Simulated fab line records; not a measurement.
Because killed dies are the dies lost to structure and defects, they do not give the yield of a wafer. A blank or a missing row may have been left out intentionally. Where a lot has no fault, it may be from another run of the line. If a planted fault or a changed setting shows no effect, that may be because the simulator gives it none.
fab line records	flow n5_finfet
[record] lots = 7	wafers = 21	last_day = 17
route steps=1938 shown ZERO_LAYER@12 WELL_APT@20 BEOL_M4@1111
lots that met no fault: from a run of the same line without faults
start_h: hours from the record's first day to the start of the lot's first wafer shown	wait_h: hours from the lot's prior step to this one	" as in the row above	L1.1+2: a row that stands for several wafers	- value missing, or start not given	* or withheld: withheld	< > ~ a bound
route shown NAME@n: names a module that has steps shown in the file, with the first one's number in the route	usual: the fault-free wafers' mean and standard deviation	same: alike in all rows	chamber/n: place in a boat	sites: the reading at each site	_std_site: their standard deviation	_edge_site: the outer-site mean with the inner-site mean subtracted	radius_mm: for every site, how far away it sits from the centre of the wafer	mask NAME#n: copy n	behind: the last tool/chamber to shape the wafer	hold: cause of the lot's hold/its duration in hours/its outcome	device: the n, p or np transistor that did not switch	end of line: the same wafers' tests at the end of the route	a step given without rows: its recipe and nothing more	killed: dies lost to structure and defects at the first sort, not the wafer's yield	map: a wafer's dies, marking killed ones x, the rest . and places with no die _
set.NAME: the setting as run; set.NAME@STEP: as run at that earlier step	model.NAME: the simulator's own value behind a step, which no gauge read
certain route steps with their lots: each step a table, each wafer a row
services: a tool's chamber out of use, with start hour (start_h, from the record's first day; less than 0 if before it), hours out, and reason
[[steps]]
[step N5_ZERO_LAYER_HARDBAKE_23]
[recipe] temp_c = 130	time_s = 120
[step N5_ZERO_LAYER_CD_MEAS_11]
[recipe] target_cd_nm = 2000	landing_energy_ev = 500	detector = se_inlens
[usual] cd_nm = 1999.4/1.6
lot.wafer	tool	chamber	start_h	wait_h	cd_nm
L228.3	cd_sem-01	0	48.66	-	1999.9
L228.4	"	0	"	"	2000.0
L228.6	"	0	"	"	1998.0
L229.1	cd_sem-03	0	54.67	-	1997.1
L229.5	"	0	"	"	1998.2
L229.6	"	0	"	"	1996.9
L241.1	cd_sem-03	0	126.78	-	1997.3
L241.3	"	0	"	"	1997.6
L241.5	"	0	"	"	1997.6
L242.2	cd_sem-01	0	132.79	-	1999.8
L242.3	"	0	"	"	2001.2
L242.4	"	0	"	"	1998.3
L243.1	cd_sem-02	0	138.80	-	1998.8
L243.3	"	0	"	"	1999.0
L243.5	"	0	"	"	2001.5
L244.3	cd_sem-03	0	144.77	-	2001.6
L244.4	"	0	"	"	2001.5
L244.5	"	0	"	"	2001.1
L245.1	cd_sem-01	0	150.64	-	2001.7
L245.4	"	0	"	"	1998.4
L245.6	"	0	"	"	1996.9
[step N5_ZERO_LAYER_DESCUM_16]
[recipe] chemistry = O2	time_s = 7.9	source_power_w = 50	bias_power_w = 20	pressure_mtorr = 20	rf_frequency_hz = 2.712e+07	temp_c = 40	o2_flow_sccm = 225
[usual] drypump_motor_current_A = 5.9/0.43	o2_flow_sccm = 224.9/0.66	oes_product_au = 0.78/0.082	rf_vpp_V = 243.4/1.6	showerhead_plenum_p_Torr = 2.11/0.086	temp_c = 39.99/0.11	throttle_valve_pct = 20.44/0.25
lot.wafer	tool	chamber	start_h	wait_h	drypump_motor_current_A	o2_flow_sccm	oes_product_au	rf_hours_counter_h	rf_vpp_V	showerhead_plenum_p_Torr	temp_c	throttle_valve_pct
L228.3	rie_diel-06	0	48.73	0.1	5.9	224.3	0.70	199	243.8	2.08	40.01	20.52
L228.4	"	2	"	"	5.2	224.3	0.68	249	244.0	2.15	39.99	20.65
L228.6	"	0	"	"	5.9	224.7	0.70	-	243.7	2.08	40.01	20.55
L229.1	rie_diel-02	2	54.71	0.0	6.2	224.8	0.77	152	241.7	2.00	39.95	20.69
L229.5	"	2	"	"	6.2	225.1	0.76	-	242.5	2.00	40.13	20.70
L229.6	"	1	"	"	6.2	225.1	0.77	-	244.9	2.19	39.93	20.04
L241.1	rie_diel-03	0	127.66	0.9	6.7	224.9	0.96	2	242.4	2.06	40.04	20.28
L241.3	"	2	"	"	5.3	225.2	0.77	127	243.7	2.02	40.13	20.49
L241.5	"	2	"	"	5.3	224.9	0.78	-	241.8	2.02	40.06	20.48
L242.2	rie_diel-03	3	132.83	0.0	5.3	225.1	0.67	234	242.9	2.06	40.13	20.75
L242.3	"	1	"	"	5.9	224.8	0.75	147	244.4	2.19	40.05	20.63
L242.4	"	2	"	"	5.3	225.1	0.78	129	240.7	2.02	39.82	20.48
L243.1	rie_diel-03	2	138.92	0.1	5.3	225.4	0.78	131	241.9	2.02	40.13	20.49
L243.3	"	0	"	"	6.7	225.3	0.94	6	242.1	2.05	40.10	20.27
L243.5	"	0	"	"	6.7	225.4	0.93	-	243.5	2.05	40.00	20.28
L244.3	rie_diel-06	1	144.80	0.0	6.1	224.8	0.94	11	245.5	2.14	40.19	20.09
L244.4	"	0	"	"	6.0	224.1	0.67	230	243.4	2.07	40.03	20.59
L244.5	"	1	"	"	6.1	224.1	0.94	-	244.4	2.14	40.07	20.07
L245.1	rie_diel-02	0	150.69	0.0	6.0	224.3	0.84	62	247.0	2.21	40.01	20.09
L245.4	"	1	"	"	6.2	224.8	0.76	-	243.9	2.18	40.01	20.07
L245.6	"	2	"	"	6.2	225.3	0.75	-	239.9	1.99	39.87	20.73
[step N5_ZERO_LAYER_ETCH_17]
[recipe] chemistry = CF4	target = SiO2	target_depth_a = 120	time_s = 13.3	ion_energy_ev = 350	pressure_mtorr = 40	source_w = 450	bias_w = 215	Ar_flow_sccm = 100	cf4_flow_sccm = 100
[usual] bias_w = 215.0/0.68	drypump_motor_current_A = 5.8/0.43	oes_product_au = 0.78/0.082	rf_vpp_V = 949/5.2	showerhead_plenum_p_Torr = 2.16/0.082	throttle_valve_pct = 15.68/0.27
lot.wafer	tool	chamber	start_h	wait_h	bias_w	drypump_motor_current_A	oes_product_au	rf_hours_counter_h	rf_vpp_V	showerhead_plenum_p_Torr	throttle_valve_pct
L228.3	rie_diel-06	0	48.76	0.0	215.9	6.0	0.70	199	948	2.12	15.76
L228.4	"	2	"	"	214.6	5.2	0.67	249	952	2.19	15.90
L228.6	"	0	"	"	214.5	6.0	0.70	-	950	2.12	15.76
L229.1	rie_diel-02	2	54.75	0.0	213.9	6.2	0.77	152	943	2.06	15.94
L229.5	"	2	"	"	214.0	6.2	0.77	-	942	2.06	15.94
L229.6	"	1	"	"	215.5	6.3	0.77	-	955	2.24	15.34
L241.1	rie_diel-03	0	127.69	0.0	215.1	6.7	0.95	2	945	2.11	15.48
L241.3	"	2	"	"	214.9	5.3	0.77	127	945	2.07	15.69
L241.5	"	2	"	"	214.1	5.3	0.78	-	944	2.07	15.70
L242.2	rie_diel-03	3	132.87	0.0	214.2	5.3	0.68	234	948	2.12	16.05
L242.3	"	1	"	"	214.2	5.9	0.76	147	953	2.23	15.85
L242.4	"	2	"	"	215.0	5.3	0.77	129	944	2.07	15.70
L243.1	rie_diel-03	2	138.96	0.0	215.0	5.3	0.77	131	943	2.07	15.70
L243.3	"	0	"	"	214.0	6.6	0.94	6	947	2.11	15.47
L243.5	"	0	"	"	214.8	6.6	0.95	-	947	2.11	15.48
L244.3	rie_diel-06	1	144.84	0.0	215.2	6.1	0.95	12	952	2.19	15.30
L244.4	"	0	"	"	214.6	6.0	0.68	230	948	2.11	15.83
L244.5	"	1	"	"	216.0	6.1	0.94	-	951	2.19	15.31
L245.1	rie_diel-02	0	150.73	0.0	215.7	6.0	0.84	62	954	2.26	15.31
L245.4	"	1	"	"	215.2	6.2	0.76	-	955	2.23	15.40
L245.6	"	2	"	"	215.4	6.2	0.75	-	942	2.05	15.98
[step N5_ZERO_LAYER_ETCH_18]
[recipe] chemistry = HBr/Cl2	target = Si	target_depth_a = 1200	time_s = 40	pressure_mtorr = 10	icp_w = 800	bias_w = 75	HBr_flow_sccm = 150	Cl2_flow_sccm = 80
[usual] bias_w = 75.02/0.2	drypump_motor_current_A = 5.9/0.37	oes_product_au = 0.999/0.012	throttle_valve_pct = 36.23/0.27
lot.wafer	tool	chamber	start_h	wait_h	bias_w	drypump_motor_current_A	oes_product_au	rf_hours_counter_h	throttle_valve_pct
L228.3	rie_si-03	3	48.84	0.0	75.03	5.6	1.004	37	35.71
L228.4	"	1	"	"	74.77	6.7	0.990	1	36.35
L228.6	"	1	"	"	74.79	6.7	0.997	-	36.33
L229.1	rie_si-02	1	54.82	0.0	75.36	5.7	1.023	5	36.45
L229.5	"	2	"	"	75.35	5.6	0.996	-	36.15
L229.6	"	1	"	"	75.05	5.7	1.020	-	36.44
L241.1	rie_si-03	0	127.77	0.0	75.40	5.8	0.992	10	36.29
L241.3	"	2	"	"	74.86	5.7	0.982	67	36.51
L241.5	"	2	"	"	75.16	5.7	0.974	-	36.51
L242.2	rie_si-02	3	132.94	0.0	74.83	5.6	1.013	10	36.37
L242.3	"	0	"	"	74.88	5.3	0.988	109	36.06
L242.4	"	1	"	"	75.05	5.7	1.025	6	36.42
L243.1	rie_si-04	3	139.03	0.0	74.72	6.1	1.006	38	36.29
L243.3	"	1	"	"	74.96	5.5	0.990	82	36.65
L243.5	"	3	"	"	74.91	6.1	1.002	-	36.31
L244.3	rie_si-02	2	144.91	0.0	75.05	5.6	0.992	151	36.14
L244.4	"	0	"	"	75.28	5.4	0.986	109	36.07
L244.5	"	3	"	"	75.03	5.5	1.013	-	36.36
L245.1	rie_si-04	1	150.80	0.0	74.84	5.5	1.000	82	36.64
L245.4	"	0	"	"	74.27	6.3	1.008	87	36.02
L245.6	"	3	"	"	75.08	6.1	1.004	-	36.29
[step N5_ZERO_LAYER_STRIP_24]
[recipe] chemistry = O2	power_w = 1000	temp_c = 250	overash_fraction = 0.3	pressure_mtorr = 1000	o2_flow_sccm = 6750
[usual] drypump_motor_current_A = 6.18/0.3	heater_power_w = 317/16	o2_flow_sccm = 6752/19	oes_product_au = 0.647/0.0048	strip_time_to_endpoint_s = 43.88/0.073	temp_c = 249.98/0.17
lot.wafer	tool	chamber	start_h	wait_h	drypump_motor_current_A	heater_power_w	o2_flow_sccm	oes_product_au	rf_hours_counter_h	strip_time_to_endpoint_s	temp_c
L228.3	plasma_asher-02	1	48.96	0.1	6.46	327	6742	0.647	-	43.95	250.05
L228.4	"	0	"	"	6.39	329	6716	0.647	-	43.85	249.71
L228.6	"	1	"	"	6.48	329	6772	0.640	-	43.78	249.85
L229.1	plasma_asher-01	0	54.92	0.1	5.71	316	6743	0.651	33	43.93	249.94
L229.5	"	0	"	"	5.78	321	6764	0.639	-	43.92	249.99
L229.6	"	1	"	"	5.93	280	6733	0.646	-	43.74	249.85
L241.1	plasma_asher-02	0	127.87	0.1	6.40	329	6780	0.643	98	43.86	249.83
L241.3	"	0	"	"	6.41	323	6764	0.642	-	43.94	249.70
L241.5	"	0	"	"	6.41	334	6783	0.647	-	43.81	250.05
L242.2	plasma_asher-02	1	133.04	0.1	6.42	323	6713	0.643	99	43.87	250.04
L242.3	"	0	"	"	6.36	332	6727	0.651	-	43.92	250.01
L242.4	"	1	"	"	6.45	328	6734	0.647	-	43.89	249.93
L243.1	plasma_asher-02	0	139.13	0.1	6.38	337	6747	0.644	100	44.00	250.20
L243.3	"	1	"	"	6.43	316	6752	0.641	-	43.95	249.99
L243.5	"	1	"	"	6.45	314	6756	0.649	-	43.88	250.14
L244.3	plasma_asher-02	0	145.04	0.1	6.39	329	6742	0.647	-	43.89	250.03
L244.4	"	1	"	"	6.50	328	6772	0.645	-	43.83	250.04
L244.5	"	1	"	"	6.44	324	6757	0.651	-	43.88	249.85
L245.1	plasma_asher-01	0	150.90	0.1	5.73	325	6739	0.637	52	43.85	250.06
L245.4	"	1	"	"	5.89	289	6756	0.654	-	43.90	250.30
L245.6	"	0	"	"	5.73	313	6740	0.638	-	43.84	249.80
[step N5_ZERO_LAYER_STRIP_19]
[recipe] chemistry = SPM	time_s = 900	temp_c = 130	h2so4_h2o2_vol_ratio = 4	dry = ipa_marangoni
[step N5_ZERO_LAYER_INSPECT_20]
[recipe] inspect_instrument = darkfield	mode = post_clean
[usual] raw_defect_count = 33/15
lot.wafer	tool	chamber	start_h	wait_h	raw_defect_count
L228.3	defect_inspect-01	-	49.33	0.0	35
L228.4	"	-	"	"	57
L228.6	"	-	"	"	66
L229.1	defect_inspect-01	-	55.28	0.0	18
L229.5	"	-	"	"	18
L229.6	"	-	"	"	19
L241.1	defect_inspect-01	-	128.25	0.0	60
L241.3	"	-	"	"	45
L241.5	"	-	"	"	19
L242.2	defect_inspect-02	-	133.43	0.0	72
L242.3	"	-	"	"	46
L242.4	"	-	"	"	34
L243.1	defect_inspect-02	-	139.52	0.0	11
L243.3	"	-	"	"	24
L243.5	"	-	"	"	25
L244.3	defect_inspect-02	-	145.38	0.0	34
L244.4	"	-	"	"	19
L244.5	"	-	"	"	19
L245.1	defect_inspect-02	-	151.26	0.0	40
L245.4	"	-	"	"	57
L245.6	"	-	"	"	51
[step N5_WELL_APT_HMDS_01]
[recipe] time_s = 60	temp_c = 120
[step N5_WELL_APT_COAT_02]
[recipe] spin_rpm = 1357	resist_thk_nm = 950
[step N5_WELL_APT_EBR_04]
[recipe] solvent = PGMEA	ebr_width_mm = 1.5
[step N5_WELL_APT_SOFTBAKE_03]
[recipe] temp_c = 130	time_s = 60
[step N5_WELL_APT_EXPOSE_05]
[recipe] mask_id = NWELL	na = 0.8	source_shape = conventional	sigma_outer = 0.8	polarization = unpolarized	defocus_nm = 0	target_cd_nm = 200	dose_mj = 20.3
[usual] exposure_dose_mJ_cm2 = 20.293/0.022
lot.wafer	tool	chamber	start_h	wait_h	mask	exposure_dose_mJ_cm2	model.WELL_APT.overlay_x_nm
L228.3	krf_scanner-01	0	49.47	-	NWELL#0	20.275	-1.361
L228.4	"	0	"	"	NWELL#0	20.284	-1.361
L228.6	"	0	"	"	NWELL#0	20.276	-1.361
L229.1	krf_scanner-02	0	55.54	-	NWELL#0	20.278	-0.1022
L229.5	"	0	"	"	NWELL#0	20.269	-0.1022
L229.6	"	0	"	"	NWELL#0	20.301	-0.1022
L241.1	krf_scanner-02	0	128.38	-	NWELL#0	20.297	52.52
L241.3	"	0	"	"	NWELL#0	20.274	52.52
L241.5	"	0	"	"	NWELL#0	20.283	52.52
L242.2	krf_scanner-02	0	133.57	-	NWELL#0	20.302	51.22
L242.3	"	0	"	"	NWELL#0	20.295	51.22
L242.4	"	0	"	"	NWELL#0	20.256	51.22
L243.1	krf_scanner-01	0	139.77	-	NWELL#0	20.324	0.3927
L243.3	"	0	"	"	NWELL#0	20.296	0.3927
L243.5	"	0	"	"	NWELL#0	20.308	0.3927
L244.3	krf_scanner-02	0	145.65	-	NWELL#0	20.260	54.6
L244.4	"	0	"	"	NWELL#0	20.275	54.6
L244.5	"	0	"	"	NWELL#0	20.270	54.6
L245.1	krf_scanner-01	0	151.52	-	NWELL#0	20.317	-0.8333
L245.4	"	0	"	"	NWELL#0	20.319	-0.8333
L245.6	"	0	"	"	NWELL#0	20.316	-0.8333
[step N5_WELL_APT_PEB_06]
[recipe] peb_temp_c = 130	peb_time_s = 90
[step N5_WELL_APT_DEVELOP_07]
[recipe] develop_time_s = 45	rinse_liquid = surfactant_rinse	dry = air_spin	dev_temp_c = 21
[step N5_WELL_APT_HARDBAKE_12]
[recipe] temp_c = 130	time_s = 120
[step N5_WELL_APT_CD_MEAS_08]
[recipe] target_cd_nm = 200	landing_energy_ev = 500	detector = se_inlens
[usual] cd_nm = 200.6/1.1
lot.wafer	tool	chamber	start_h	wait_h	cd_nm
L228.3	cd_sem-01	0	49.63	-	200.5
L228.4	"	0	"	"	201.1
L228.6	"	0	"	"	201.0
L229.1	cd_sem-03	0	55.71	-	199.2
L229.5	"	0	"	"	201.7
L229.6	"	0	"	"	200.5
L241.1	cd_sem-03	0	128.56	-	202.0
L241.3	"	0	"	"	200.4
L241.5	"	0	"	"	199.0
L242.2	cd_sem-01	0	133.74	-	201.3
L242.3	"	0	"	"	200.0
L242.4	"	0	"	"	200.0
L243.1	cd_sem-02	0	139.94	-	201.1
L243.3	"	0	"	"	201.0
L243.5	"	0	"	"	201.2
L244.3	cd_sem-01	0	145.81	-	198.5
L244.4	"	0	"	"	199.0
L244.5	"	0	"	"	199.4
L245.1	cd_sem-02	0	151.69	-	200.1
L245.4	"	0	"	"	200.3
L245.6	"	0	"	"	200.4
[step N5_WELL_APT_OVL_MEAS_09]
[recipe] points_per_wafer = 44
[usual] NWELL_OVL = -3/6.5
lot.wafer	tool	chamber	start_h	wait_h	NWELL_OVL[nm]
L228.3	overlay-02	0	49.66	0.0	-9
L228.4	"	0	"	"	-7
L228.6	"	0	"	"	-7
L229.1	overlay-02	0	55.74	0.0	-4
L229.5	"	0	"	"	0
L229.6	"	0	"	"	-5
L241.1	overlay-01	0	128.59	0.0	64
L241.3	"	0	"	"	57
L241.5	"	0	"	"	53
L242.2	overlay-01	0	133.77	0.0	46
L242.3	"	0	"	"	57
L242.4	"	0	"	"	45
L243.1	overlay-01	0	139.97	0.0	-4
L243.3	"	0	"	"	6
L243.5	"	0	"	"	-1
L244.3	overlay-01	0	145.84	0.0	53
L244.4	"	0	"	"	51
L244.5	"	0	"	"	53
L245.1	overlay-02	0	151.72	0.0	-2
L245.4	"	0	"	"	-14
L245.6	"	0	"	"	-4
[step N5_WELL_APT_INSPECT_10]
[recipe] mode = adi	inspect_instrument = macro
[usual] raw_defect_count = 1.9/1.3
lot.wafer	tool	chamber	start_h	wait_h	raw_defect_count
L228.3	defect_inspect-02	-	49.68	0.0	1
L228.4	"	-	"	"	1
L228.6	"	-	"	"	1
L229.1	defect_inspect-01	-	55.77	0.0	4
L229.5	"	-	"	"	1
L229.6	"	-	"	"	3
L241.1	defect_inspect-01	-	128.61	0.0	2
L241.3	"	-	"	"	2
L241.5	"	-	"	"	1
L242.2	defect_inspect-01	-	133.79	0.0	1
L242.3	"	-	"	"	3
L242.4	"	-	"	"	4
L243.1	defect_inspect-02	-	140.00	0.0	2
L243.3	"	-	"	"	2
L243.5	"	-	"	"	3
L244.3	defect_inspect-02	-	145.86	0.0	1
L244.4	"	-	"	"	3
L244.5	"	-	"	"	2
L245.1	defect_inspect-02	-	151.75	0.0	2
L245.4	"	-	"	"	0
L245.6	"	-	"	"	5
[step N5_BEOL_M4_RC_MEAS_101]
[usual] DIBL_N = 36.3/1.2	DIBL_P = 36.1/1.6	IOFF_N = 0.161/0.023	IOFF_P = 0.209/0.027	ION_N = 676/8.9	ION_P = 462/5.3	SS_N = 71.5/0.51	SS_P = 73.2/0.5	VT_N = 249.1/2.5	VT_P = -249.9/2.8
lot.wafer	tool	chamber	start_h	wait_h	DIBL_N[mV/V]	DIBL_P[mV/V]	IOFF_N[nA/um]	IOFF_P[nA/um]	ION_N[uA/um]	ION_P[uA/um]	SS_N[mV/dec]	SS_P[mV/dec]	VT_N[mV]	VT_P[mV]
L228.3	prober-02	0	204.96	0.3	36.2	36.6	0.165	0.220	679	465	71.8	72.8	248.8	-249.8
L228.4	"	0	"	"	34.9	35.5	0.151	0.207	682	464	71.8	73.6	249.9	-249.1
L228.6	"	0	"	"	36.3	36.9	0.170	0.227	682	470	71.9	72.8	249.5	-247.8
L229.1	prober-01	0	211.73	0.0	34.9	35.9	0.141	0.178	677	457	71.6	73.8	249.3	-254.8
L229.5	"	0	"	"	34.5	35.5	0.138	0.172	679	455	70.4	72.8	250.1	-253.9
L229.6	"	0	"	"	35.1	36.0	0.145	0.176	686	466	71.4	72.9	249.1	-252.3
L241.1	prober-01	0	278.61	0.0	34.8	33.6	0.139	0.183	663	463	70.6	72.9	249.4	-254.0
L241.3	"	0	"	"	36.9	35.7	0.164	0.216	673	461	71.5	72.9	248.3	-248.8
L241.5	"	0	"	"	37.2	35.9	0.181	0.222	678	464	72.0	73.6	248.5	-248.1
L242.2	prober-02	0	278.87	0.2	37.8	37.2	0.202	0.225	695	466	72.2	73.0	245.0	-249.9
L242.3	"	0	"	"	37.4	37.6	0.178	0.224	688	468	72.0	73.8	248.6	-248.7
L242.4	"	0	"	"	36.9	36.7	0.167	0.212	681	459	71.8	72.5	249.6	-249.5
L243.1	prober-02	0	284.60	0.0	36.9	38.7	0.155	0.237	667	460	71.6	73.7	252.0	-247.5
L243.3	"	0	"	"	37.1	38.2	0.152	0.223	669	455	71.5	73.6	252.4	-247.7
L243.5	"	0	"	"	38.2	40.2	0.180	0.271	676	465	71.6	74.1	248.3	-245.8
L244.3	prober-01	0	294.60	0.3	35.8	36.9	0.173	0.216	670	459	72.0	73.3	247.9	-248.2
L244.4	"	0	"	"	35.5	36.2	0.162	0.202	680	454	72.5	73.2	247.7	-248.1
L244.5	"	0	"	"	36.3	37.3	0.175	0.229	681	464	71.4	73.6	247.1	-248.9
L245.1	prober-01	0	310.21	0.0	34.6	33.6	0.125	0.169	669	460	71.2	73.0	252.8	-252.1
L245.4	"	0	"	"	35.6	34.4	0.136	0.179	672	460	71.8	73.0	252.2	-250.3
L245.6	"	0	"	"	36.8	36.1	0.154	0.201	677	459	71.5	73.3	249.4	-251.0
[[services]]
tool	chamber	start_h	hours	kind
rie_diel-03	-	29.48	0.5	repair
krf_scanner-01	-	36.10	1.3	pm
rie_si-03	-	63.10	0.3	repair
krf_scanner-01	-	67.28	1.6	repair
rie_si-03	-	75.64	0.5	repair
krf_scanner-01	-	82.07	0.5	repair
krf_scanner-02	-	84.69	0.2	repair
rie_diel-06	0	88.86	4.1	repair
krf_scanner-02	-	94.08	1.0	repair
rie_diel-03	0	98.81	-	clean
rie_diel-03	0	98.81	-	consumable_replace:focus_ring
rie_diel-03	0	98.81	21.2	scheduled_down
krf_scanner-02	-	100.30	1.3	pm
rie_si-04	2	102.60	31.7	repair
rie_diel-02	1	113.73	15.6	repair
rie_si-02	1	115.06	2.8	repair
krf_scanner-01	-	115.44	0.8	pm
rie_diel-06	2	117.42	1.2	repair
rie_si-02	2	118.44	7.4	repair
rie_si-04	-	120.76	0.2	repair
plasma_asher-02	-	123.16	4.3	pm
rie_si-03	-	131.84	2.8	pm
krf_scanner-02	-	137.53	0.8	pm
rie_si-03	-	141.01	1.1	repair
[[key]]
[first_sign] step = N5_WELL_APT_OVL_MEAS_09	reading = NWELL_OVL	direction = up	sigmas = 8.6	usual = -3	struck = 53
effect none on later readings
[model_effect] step = N5_WELL_APT_EXPOSE_05	value = WELL_APT.overlay_x_nm	without = 0.5447	struck = 52.78
met_at N5_WELL_APT_EXPOSE_05
struck_wafers L241.1,L241.3,L241.5,L242.2,L242.3,L242.4,L244.3,L244.4,L244.5
onset_between 55.54 128.38
[fault] kind = scanner_matching_overlay	tool = krf_scanner-02	chamber = -	onset_h = 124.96	steps = N5_WELL_APT_EXPOSE_05	offset = 52.234
